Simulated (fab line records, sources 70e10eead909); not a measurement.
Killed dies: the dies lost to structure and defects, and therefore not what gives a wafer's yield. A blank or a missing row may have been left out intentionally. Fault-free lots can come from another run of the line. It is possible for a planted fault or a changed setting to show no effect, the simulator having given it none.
A lot that was struck, set against a sound lot -- flow nand harc -- 14 out of 1302 route steps
Sound: the wafers L109.2, L109.3, L109.4. Struck: wafers L114.2, L114.6. (L114.5 of the same lot was not struck and is left out.) The cause comes at the end.
Order at every step that has rows: each side's tool, ch and its chambers, its first start. Under that, the readings that differ: sound wafers -- struck wafers -- difference of the means -- sigmas: that difference in standard deviations of wafers without a fault.
alike: readings with means less than 2 such deviations apart, plus words and numbers identical on both sides. not compared: withheld readings, readings lacking a value on some wafer, bounds such as >300 that could conceal the same value, and numbers that have no deviation in the record and whose values overlap.
The two part at a step that has a row with sigmas, a row that says differs or no value, or rows on one side only. When numbers do not overlap yet have no deviation, they are printed without sigmas and do not part them. A reading missing from all wafers of one side parts the sides only when that side holds two or more wafers.

first, 1 step without rows for these wafers: NHARC_A_ONON_D1_DEP_06 (target thk 1000 nm).
NHARC_A_ONON_D1_THK_MEAS_08: measures by ellipsometry.
  sound on film metro-02, day 10 18:28; struck on film metro-01, day 12 14:20
  alike: thk nm
next comes 1 step that has no rows for these wafers: NHARC_A_ONON_D1_DEP_09 (target thickness 1000 nm).
NHARC_A_ONON_D1_THK_MEAS_11: measures by ellipsometry.
  sound on film metro-01, day 10 19:02; struck on film metro-01, day 12 14:54
  alike: thk nm
next comes 1 step that has no rows for these wafers: NHARC_A_ONON_D1_DEP_12 (target thickness 1000 nm).
NHARC_A_ONON_D1_THK_MEAS_14: measures by ellipsometry.
  sound on film metro-02, day 10 19:36; struck on film metro-01, day 12 15:29
  alike: thk nm
then, 2 steps without rows for these wafers: NHARC_A_ONON_D1_ANNEAL_15 (time 3600 s); NHARC_A_ONON_D1_DEP_16 (target thk 1000 nm).
NHARC_A_ONON_D1_THK_MEAS_18: measures by ellipsometry.
  sound on film metro-01, day 11 03:41; struck on film metro-01, day 13 02:07
  alike: thk nm
next comes 1 step that has no rows for these wafers: NHARC_A_ONON_D1_DEP_19 (target thickness 1000 nm).
NHARC_A_ONON_D1_THK_MEAS_21: measures by ellipsometry.
  sound on film metro-01, day 11 04:14; struck on film metro-01, day 13 02:41
  alike: thk nm
NHARC_A_ONON_D1_DEP_22: target thk 1000 nm.
  sound on pecvd onon-02 ch 0, day 11 04:21; struck on pecvd onon-02 ch 0, day 13 02:48
NHARC_A_ONON_D1_THK_MEAS_24: measures by ellipsometry.
  sound on film metro-01, day 11 04:48; struck on film metro-01, day 13 03:15
reading,sound,struck,difference,sigmas
thk nm (nm),1014 1013 1012,710 711,-302,-36
next comes 1 step that has no rows for these wafers: NHARC_A_ONON_D1_DEP_25 (target thickness 1000 nm).

## WHERE THEY PART
Only at NHARC_A_ONON_D1_THK_MEAS_24, as far as this record shows.

WHY: whatever the simulator had introduced
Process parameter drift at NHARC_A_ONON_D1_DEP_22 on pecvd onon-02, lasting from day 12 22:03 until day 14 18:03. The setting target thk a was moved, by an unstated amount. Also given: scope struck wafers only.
